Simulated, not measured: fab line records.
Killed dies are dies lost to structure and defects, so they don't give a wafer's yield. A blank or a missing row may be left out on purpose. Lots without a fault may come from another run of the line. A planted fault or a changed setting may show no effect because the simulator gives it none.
fab line records / flow n5_finfet
record lots=5 wafers=12 last_day=18
route steps=1938 shown BEOL_M0_SAQP@683 BEOL_M4@1111
lots with no fault: from the same line, run without faults
start_h: hours from the record's opening day to when the first of the lot's shown wafers began / wait_h: time in hours since the lot's previous step / " unchanged from the row above / L1.1+2: one row covering several wafers at once / - no value, or no start given / * or withheld: withheld / < > ~ a bound
route shown NAME@n: NAME is a module with steps in the file, n the number in the route of the first one / usual: the fault-free wafers' mean and standard deviation / same: alike in all rows / chamber/n: place in a boat / sites: per-site readings / _std_site: standard deviation across them / _edge_site: mean of outer sites minus mean of inner sites / radius_mm: for every site, how far away it sits from the centre of the wafer / mask NAME#n: copy n / behind: the most recent tool/chamber to have shaped the wafer / hold: why the lot was held/for how many hours/how that ended / device: the n, p or np transistor that did not switch / end of line: the tests these same wafers got at the end of their route / where a step has no rows: the recipe by itself / killed: the dies lost at the first sort to structure and to defects; this is not the yield of the wafer / map: shows each die of a wafer: x if killed, . if not, _ if none is there
set.NAME: the setting the step ran with; set.NAME@STEP: the setting that earlier step ran with / model.NAME: the simulator's own value behind a step, which no gauge read
lots at some steps of the route; a table a step, a row a wafer
services: from which hour (start_h, from the record's first day; less than 0 if before it) a tool's chamber was out of use, for how many hours, and why
## steps
# step N5_BEOL_M0_SAQP_COAT_34
# recipe resist=CAR-EUV spin_rpm=1500 resist_thk_nm=30
# step N5_BEOL_M0_SAQP_EBR_36
# recipe solvent=PGMEA ebr_width_mm=1.5
# step N5_BEOL_M0_SAQP_SOFTBAKE_35
# recipe temp_c=110 time_s=60 resist=CAR-EUV
# step N5_BEOL_M0_SAQP_EXPOSE_37
# recipe mask_id=M0_CUT1 na=0.33 source_shape=annular sigma_inner=0.35 sigma_outer=0.8 polarization=unpolarized target_cd_nm=30 dose_mj=44.75
# step N5_BEOL_M0_SAQP_PEB_38
# recipe peb_temp_c=100 peb_time_s=60 resist=CAR-EUV
# step N5_BEOL_M0_SAQP_DEVELOP_39
# recipe develop_time_s=30 developer=TMAH resist=CAR-EUV rinse_liquid=surfactant_rinse dry=air_spin dev_temp_c=23
# step N5_BEOL_M0_SAQP_DESCUM_45
# recipe chemistry=O2 time_s=7 source_power_w=50 bias_power_w=20 pressure_mtorr=20 rf_frequency_hz=2.712e+07 temp_c=40 resist=CAR-EUV o2_flow_sccm=225
# step N5_BEOL_M0_SAQP_ETCH_88
# recipe chemistry=N2/H2 target=underlayer target_depth_a=65 time_s=5.2 ion_energy_ev=200 mask_material=CAR-EUV pressure_mtorr=30 source_w=840 bias_w=150 n2_flow_sccm=200 h2_flow_sccm=200 ends=cleared
# step N5_BEOL_M0_SAQP_ETCH_73
# recipe chemistry=CF4 target=SiARC target_depth_a=195 mask_material=CAR-EUV time_s=32.5 ion_energy_ev=80 pressure_mtorr=40 source_w=545 bias_w=36 Ar_flow_sccm=100 cf4_flow_sccm=100 ends=cleared
# step N5_BEOL_M0_SAQP_CUT_ETCH_46
# recipe chemistry=N2/H2 target=SOC target_depth_a=1350 overetch_a=270 temp_c=40 time_s=202.5 ion_energy_ev=200 mask_material=SiARC pressure_mtorr=30 source_w=840 bias_w=150 n2_flow_sccm=200 h2_flow_sccm=200
# usual bias_w=150.0/0.41 drypump_motor_current_A=5.82/0.26 rf_vpp_V=524.6/2.4 showerhead_plenum_p_Torr=2.57/0.079 temp_c=39.99/0.12 throttle_valve_pct=17.8/0.32
lot.wafer=L681.1 tool=rie_diel-03 chamber=1 start_h=149.07 wait_h=0.0 bias_w=149.9 drypump_motor_current_A=6.28 rf_hours_counter_h=154 rf_vpp_V=527.8 showerhead_plenum_p_Torr=2.65 temp_c=39.90 throttle_valve_pct=17.5 model.SiARC_of_BEOL_M0_SAQP_COAT_72.thk_nm=5.4 model.BEOL_M0_SAQP.cd_nm=29
lot.wafer=L681.4 tool=rie_diel-03 chamber=3 start_h=149.07 wait_h=0.0 bias_w=150.0 drypump_motor_current_A=5.46 rf_hours_counter_h=109 rf_vpp_V=522.8 showerhead_plenum_p_Torr=2.48 temp_c=39.87 throttle_valve_pct=18.1 model.SiARC_of_BEOL_M0_SAQP_COAT_72.thk_nm=4.6 model.BEOL_M0_SAQP.cd_nm=29.6
lot.wafer=L681.5 tool=rie_diel-03 chamber=1 start_h=149.07 wait_h=0.0 bias_w=149.9 drypump_motor_current_A=6.27 rf_hours_counter_h=- rf_vpp_V=525.9 showerhead_plenum_p_Torr=2.65 temp_c=39.91 throttle_valve_pct=17.5 model.SiARC_of_BEOL_M0_SAQP_COAT_72.thk_nm=5.4 model.BEOL_M0_SAQP.cd_nm=29
lot.wafer=L687.1 tool=rie_diel-03 chamber=3 start_h=180.35 wait_h=0.0 bias_w=149.7 drypump_motor_current_A=5.47 rf_hours_counter_h=119 rf_vpp_V=520.8 showerhead_plenum_p_Torr=2.47 temp_c=40.10 throttle_valve_pct=18.1 model.SiARC_of_BEOL_M0_SAQP_COAT_72.thk_nm=4.8 model.BEOL_M0_SAQP.cd_nm=30
lot.wafer=L687.6 tool=rie_diel-03 chamber=1 start_h=180.35 wait_h=0.0 bias_w=149.9 drypump_motor_current_A=6.31 rf_hours_counter_h=- rf_vpp_V=525.8 showerhead_plenum_p_Torr=2.65 temp_c=40.02 throttle_valve_pct=17.5 model.SiARC_of_BEOL_M0_SAQP_COAT_72.thk_nm=2.8 model.BEOL_M0_SAQP.cd_nm=30.8
lot.wafer=L688.3 tool=rie_diel-03 chamber=1 start_h=188.40 wait_h=0.0 bias_w=150.1 drypump_motor_current_A=6.39 rf_hours_counter_h=166 rf_vpp_V=526.6 showerhead_plenum_p_Torr=2.64 temp_c=40.05 throttle_valve_pct=17.5 model.SiARC_of_BEOL_M0_SAQP_COAT_72.thk_nm=2.6 model.BEOL_M0_SAQP.cd_nm=31
lot.wafer=L688.6 tool=rie_diel-03 chamber=0 start_h=188.40 wait_h=0.0 bias_w=149.9 drypump_motor_current_A=5.58 rf_hours_counter_h=- rf_vpp_V=525.3 showerhead_plenum_p_Torr=2.61 temp_c=39.96 throttle_valve_pct=17.9 model.SiARC_of_BEOL_M0_SAQP_COAT_72.thk_nm=1.4 model.BEOL_M0_SAQP.cd_nm=31.6
lot.wafer=L689.2 tool=rie_diel-03 chamber=2 start_h=194.57 wait_h=0.0 bias_w=150.0 drypump_motor_current_A=5.74 rf_hours_counter_h=53 rf_vpp_V=529.1 showerhead_plenum_p_Torr=2.69 temp_c=39.96 throttle_valve_pct=17.4 model.SiARC_of_BEOL_M0_SAQP_COAT_72.thk_nm=4.8 model.BEOL_M0_SAQP.cd_nm=30.2
lot.wafer=L689.3 tool=rie_diel-03 chamber=0 start_h=194.57 wait_h=0.0 bias_w=150.1 drypump_motor_current_A=5.64 rf_hours_counter_h=41 rf_vpp_V=524.4 showerhead_plenum_p_Torr=2.61 temp_c=40.35 throttle_valve_pct=17.9 model.SiARC_of_BEOL_M0_SAQP_COAT_72.thk_nm=1.6 model.BEOL_M0_SAQP.cd_nm=31.8
lot.wafer=L699.1 tool=rie_diel-05 chamber=2 start_h=251.02 wait_h=0.0 bias_w=149.5 drypump_motor_current_A=6.08 rf_hours_counter_h=224 rf_vpp_V=519.8 showerhead_plenum_p_Torr=2.42 temp_c=40.04 throttle_valve_pct=18.2 model.SiARC_of_BEOL_M0_SAQP_COAT_72.thk_nm=5.4 model.BEOL_M0_SAQP.cd_nm=30
lot.wafer=L699.4 tool=rie_diel-05 chamber=0 start_h=251.02 wait_h=0.0 bias_w=150.4 drypump_motor_current_A=5.64 rf_hours_counter_h=25 rf_vpp_V=523.7 showerhead_plenum_p_Torr=2.59 temp_c=39.81 throttle_valve_pct=17.3 model.SiARC_of_BEOL_M0_SAQP_COAT_72.thk_nm=4.8 model.BEOL_M0_SAQP.cd_nm=29.8
lot.wafer=L699.6 tool=rie_diel-05 chamber=3 start_h=251.02 wait_h=0.0 bias_w=149.6 drypump_motor_current_A=5.62 rf_hours_counter_h=- rf_vpp_V=526.5 showerhead_plenum_p_Torr=2.57 temp_c=40.06 throttle_valve_pct=17.7 model.SiARC_of_BEOL_M0_SAQP_COAT_72.thk_nm=4.6 model.BEOL_M0_SAQP.cd_nm=30.4
# step N5_BEOL_M0_SAQP_STRIP_74
# recipe chemistry=N2/H2 temp_c=40 n2_flow_sccm=200 h2_flow_sccm=200 rf_frequency_hz=6e+07
# step N5_BEOL_M0_SAQP_STRIP_89
# recipe chemistry=N2/H2 temp_c=40 n2_flow_sccm=200 h2_flow_sccm=200 rf_frequency_hz=6e+07
# step N5_BEOL_M0_SAQP_ALD_48
# recipe material=SiO2 target_thk_a=200 temp_c=100 ald_precursor_family=BDEAS ald_co_reactant=O2-plasma pulse_time_s=1 co_reactant_pulse_time_s=1 purge_time_s=2 co_reactant_purge_time_s=2 ald_cycles=139 pressure_torr=2
# step N5_BEOL_M0_SAQP_ETCH_49
# recipe chemistry=CF4/O2 target_depth_a=370 target=SiO2 pressure_mtorr=40 source_w=535 bias_w=49 Ar_flow_sccm=100 cf4_flow_sccm=100 O2_flow_sccm=10 ion_energy_ev=100
# usual bias_w=49.01/0.14 drypump_motor_current_A=5.80/0.29 oes_product_au=0.80/0.083 rf_vpp_V=242/3.4 showerhead_plenum_p_Torr=2.24/0.074 throttle_valve_pct=15.76/0.26
lot.wafer=L681.1 tool=rie_diel-05 chamber=3 start_h=149.87 wait_h=0.3 bias_w=48.94 drypump_motor_current_A=5.65 oes_product_au=0.92 rf_hours_counter_h=14 rf_vpp_V=243 showerhead_plenum_p_Torr=2.25 throttle_valve_pct=15.72 model.BEOL_M0_SAQP.cd_nm=29
lot.wafer=L681.4 tool=rie_diel-05 chamber=0 start_h=149.87 wait_h=0.3 bias_w=49.04 drypump_motor_current_A=5.61 oes_product_au=0.68 rf_hours_counter_h=248 rf_vpp_V=247 showerhead_plenum_p_Torr=2.26 throttle_valve_pct=15.82 model.BEOL_M0_SAQP.cd_nm=29.6
lot.wafer=L681.5 tool=rie_diel-05 chamber=2 start_h=149.87 wait_h=0.3 bias_w=49.08 drypump_motor_current_A=6.06 oes_product_au=0.71 rf_hours_counter_h=- rf_vpp_V=234 showerhead_plenum_p_Torr=2.11 throttle_valve_pct=16.15 model.BEOL_M0_SAQP.cd_nm=29
lot.wafer=L687.1 tool=rie_diel-05 chamber=3 start_h=181.34 wait_h=0.3 bias_w=49.15 drypump_motor_current_A=5.61 oes_product_au=0.89 rf_hours_counter_h=25 rf_vpp_V=241 showerhead_plenum_p_Torr=2.25 throttle_valve_pct=15.73 model.BEOL_M0_SAQP.cd_nm=30
lot.wafer=L687.6 tool=rie_diel-05 chamber=0 start_h=181.34 wait_h=0.3 bias_w=49.15 drypump_motor_current_A=5.62 oes_product_au=0.98 rf_hours_counter_h=- rf_vpp_V=248 showerhead_plenum_p_Torr=2.26 throttle_valve_pct=15.36 model.BEOL_M0_SAQP.cd_nm=30.6
lot.wafer=L688.3 tool=rie_diel-03 chamber=0 start_h=189.14 wait_h=0.3 bias_w=48.82 drypump_motor_current_A=5.60 oes_product_au=0.90 rf_hours_counter_h=38 rf_vpp_V=244 showerhead_plenum_p_Torr=2.26 throttle_valve_pct=15.69 model.BEOL_M0_SAQP.cd_nm=31
lot.wafer=L688.6 tool=rie_diel-03 chamber=2 start_h=189.14 wait_h=0.3 bias_w=49.20 drypump_motor_current_A=5.71 oes_product_au=0.89 rf_hours_counter_h=- rf_vpp_V=243 showerhead_plenum_p_Torr=2.34 throttle_valve_pct=15.54 model.BEOL_M0_SAQP.cd_nm=31.6
lot.wafer=L689.2 tool=rie_diel-03 chamber=3 start_h=195.30 wait_h=0.3 bias_w=48.99 drypump_motor_current_A=5.46 oes_product_au=0.80 rf_hours_counter_h=119 rf_vpp_V=242 showerhead_plenum_p_Torr=2.13 throttle_valve_pct=15.93 model.BEOL_M0_SAQP.cd_nm=30.2
lot.wafer=L689.3 tool=rie_diel-03 chamber=0 start_h=195.30 wait_h=0.3 bias_w=49.01 drypump_motor_current_A=5.61 oes_product_au=0.90 rf_hours_counter_h=41 rf_vpp_V=245 showerhead_plenum_p_Torr=2.25 throttle_valve_pct=15.69 model.BEOL_M0_SAQP.cd_nm=31.8
lot.wafer=L699.1 tool=rie_diel-03 chamber=3 start_h=251.75 wait_h=0.3 bias_w=48.97 drypump_motor_current_A=5.47 oes_product_au=0.78 rf_hours_counter_h=137 rf_vpp_V=242 showerhead_plenum_p_Torr=2.13 throttle_valve_pct=15.97 model.BEOL_M0_SAQP.cd_nm=30.2
lot.wafer=L699.4 tool=rie_diel-03 chamber=2 start_h=251.75 wait_h=0.3 bias_w=49.12 drypump_motor_current_A=5.72 oes_product_au=0.85 rf_hours_counter_h=71 rf_vpp_V=242 showerhead_plenum_p_Torr=2.33 throttle_valve_pct=15.57 model.BEOL_M0_SAQP.cd_nm=29.8
lot.wafer=L699.6 tool=rie_diel-03 chamber=1 start_h=251.75 wait_h=0.3 bias_w=49.14 drypump_motor_current_A=6.34 oes_product_au=0.71 rf_hours_counter_h=- rf_vpp_V=242 showerhead_plenum_p_Torr=2.27 throttle_valve_pct=15.56 model.BEOL_M0_SAQP.cd_nm=30.4
# step N5_BEOL_M0_SAQP_STRIP_75
# recipe chemistry=CF4 resist=SiARC power_w=300 bias_power_w=75 pressure_mtorr=50 cf4_flow_sccm=150 rf_frequency_hz=6e+07
# step N5_BEOL_M4_RC_MEAS_101
# usual DIBL_N=36.0/2 DIBL_P=36.2/2.2 IOFF_N=0.16/0.034 IOFF_P=0.21/0.04 ION_N=675/12 ION_P=463/7.2 SS_N=71.6/0.6 SS_P=73.3/0.67 VT_N=250/3 VT_P=-251/3.4
lot.wafer=L681.1 tool=prober-02 chamber=0 start_h=215.20 wait_h=0.0 DIBL_N[mV/V]=37.3 DIBL_P[mV/V]=37.3 IOFF_N[nA/um]=0.19 IOFF_P[nA/um]=0.21 ION_N[uA/um]=681 ION_P[uA/um]=461 SS_N[mV/dec]=72.3 SS_P[mV/dec]=73.5 VT_N[mV]=247 VT_P[mV]=-252
lot.wafer=L681.4 tool=prober-02 chamber=0 start_h=215.20 wait_h=0.0 DIBL_N[mV/V]=33.7 DIBL_P[mV/V]=32.7 IOFF_N[nA/um]=0.13 IOFF_P[nA/um]=0.15 ION_N[uA/um]=669 ION_P[uA/um]=454 SS_N[mV/dec]=70.9 SS_P[mV/dec]=73.0 VT_N[mV]=251 VT_P[mV]=-257
lot.wafer=L681.5 tool=prober-02 chamber=0 start_h=215.20 wait_h=0.0 DIBL_N[mV/V]=34.7 DIBL_P[mV/V]=33.7 IOFF_N[nA/um]=0.14 IOFF_P[nA/um]=0.16 ION_N[uA/um]=668 ION_P[uA/um]=449 SS_N[mV/dec]=71.6 SS_P[mV/dec]=72.6 VT_N[mV]=249 VT_P[mV]=-256
lot.wafer=L687.1 tool=prober-01 chamber=0 start_h=242.60 wait_h=0.0 DIBL_N[mV/V]=38.7 DIBL_P[mV/V]=37.5 IOFF_N[nA/um]=0.16 IOFF_P[nA/um]=0.20 ION_N[uA/um]=668 ION_P[uA/um]=454 SS_N[mV/dec]=70.9 SS_P[mV/dec]=73.9 VT_N[mV]=253 VT_P[mV]=-252
lot.wafer=L687.6 tool=prober-01 chamber=0 start_h=242.60 wait_h=0.0 DIBL_N[mV/V]=41.2 DIBL_P[mV/V]=41.1 IOFF_N[nA/um]=0.22 IOFF_P[nA/um]=0.26 ION_N[uA/um]=698 ION_P[uA/um]=466 SS_N[mV/dec]=72.2 SS_P[mV/dec]=74.8 VT_N[mV]=249 VT_P[mV]=-249
lot.wafer=L688.3 tool=prober-01 chamber=0 start_h=245.51 wait_h=0.3 DIBL_N[mV/V]=35.4 DIBL_P[mV/V]=36.6 IOFF_N[nA/um]=0.16 IOFF_P[nA/um]=0.24 ION_N[uA/um]=678 ION_P[uA/um]=470 SS_N[mV/dec]=71.5 SS_P[mV/dec]=73.3 VT_N[mV]=248 VT_P[mV]=-248
lot.wafer=L688.6 tool=prober-01 chamber=0 start_h=245.51 wait_h=0.3 DIBL_N[mV/V]=35.8 DIBL_P[mV/V]=38.0 IOFF_N[nA/um]=0.17 IOFF_P[nA/um]=0.25 ION_N[uA/um]=685 ION_P[uA/um]=474 SS_N[mV/dec]=71.6 SS_P[mV/dec]=73.7 VT_N[mV]=249 VT_P[mV]=-249
lot.wafer=L689.2 tool=prober-01 chamber=0 start_h=249.96 wait_h=0.2 DIBL_N[mV/V]=36.4 DIBL_P[mV/V]=38.3 IOFF_N[nA/um]=0.19 IOFF_P[nA/um]=0.25 ION_N[uA/um]=688 ION_P[uA/um]=469 SS_N[mV/dec]=72.0 SS_P[mV/dec]=73.2 VT_N[mV]=247 VT_P[mV]=-248
lot.wafer=L689.3 tool=prober-01 chamber=0 start_h=249.96 wait_h=0.2 DIBL_N[mV/V]=35.9 DIBL_P[mV/V]=37.2 IOFF_N[nA/um]=0.17 IOFF_P[nA/um]=0.23 ION_N[uA/um]=676 ION_P[uA/um]=468 SS_N[mV/dec]=71.1 SS_P[mV/dec]=72.7 VT_N[mV]=250 VT_P[mV]=-248
lot.wafer=L699.1 tool=prober-01 chamber=0 start_h=316.99 wait_h=0.0 DIBL_N[mV/V]=34.8 DIBL_P[mV/V]=34.2 IOFF_N[nA/um]=0.13 IOFF_P[nA/um]=0.17 ION_N[uA/um]=674 ION_P[uA/um]=461 SS_N[mV/dec]=71.5 SS_P[mV/dec]=73.4 VT_N[mV]=254 VT_P[mV]=-253
lot.wafer=L699.4 tool=prober-01 chamber=0 start_h=316.99 wait_h=0.0 DIBL_N[mV/V]=34.8 DIBL_P[mV/V]=34.1 IOFF_N[nA/um]=0.13 IOFF_P[nA/um]=0.18 ION_N[uA/um]=665 ION_P[uA/um]=458 SS_N[mV/dec]=71.5 SS_P[mV/dec]=73.5 VT_N[mV]=253 VT_P[mV]=-253
lot.wafer=L699.6 tool=prober-01 chamber=0 start_h=316.99 wait_h=0.0 DIBL_N[mV/V]=36.5 DIBL_P[mV/V]=36.2 IOFF_N[nA/um]=0.16 IOFF_P[nA/um]=0.20 ION_N[uA/um]=680 ION_P[uA/um]=463 SS_N[mV/dec]=71.9 SS_P[mV/dec]=74.2 VT_N[mV]=252 VT_P[mV]=-252
## services
tool=rie_diel-05 chamber=0 start_h=154.46 hours=- kind=clean
tool=rie_diel-05 chamber=0 start_h=154.46 hours=- kind=consumable_replace:focus_ring
tool=rie_diel-05 chamber=0 start_h=154.46 hours=21.4 kind=scheduled_down
tool=rie_diel-05 chamber=0 start_h=154.46 hours=21.4 kind=vent_cycle
tool=rie_diel-03 chamber=- start_h=157.42 hours=0.6 kind=repair
tool=rie_diel-03 chamber=3 start_h=181.91 hours=13.3 kind=repair
tool=rie_diel-05 chamber=3 start_h=199.25 hours=6.7 kind=repair
tool=rie_diel-05 chamber=- start_h=215.61 hours=0.7 kind=repair
tool=rie_diel-05 chamber=3 start_h=239.24 hours=9.6 kind=repair
## key
first_sign none at tools or gauges
model_effect step=N5_BEOL_M0_SAQP_CUT_ETCH_46 value=SiARC_of_BEOL_M0_SAQP_COAT_72.thk_nm without=5.1 struck=2.1
model_effect step=N5_BEOL_M0_SAQP_ETCH_49 value=BEOL_M0_SAQP.cd_nm without=29.9 struck=31.25
met_at N5_BEOL_M0_SAQP_CUT_ETCH_46
struck_wafers L687.6,L688.3,L688.6,L689.3
onset_between 149.07 180.35
fault kind=process_parameter_drift tool=rie_diel-03 chamber=- onset_h=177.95 steps=N5_BEOL_M0_SAQP_CUT_ETCH_46 channel=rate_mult offset=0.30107 shape=step end_h=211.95 scope=struck_wafers_only
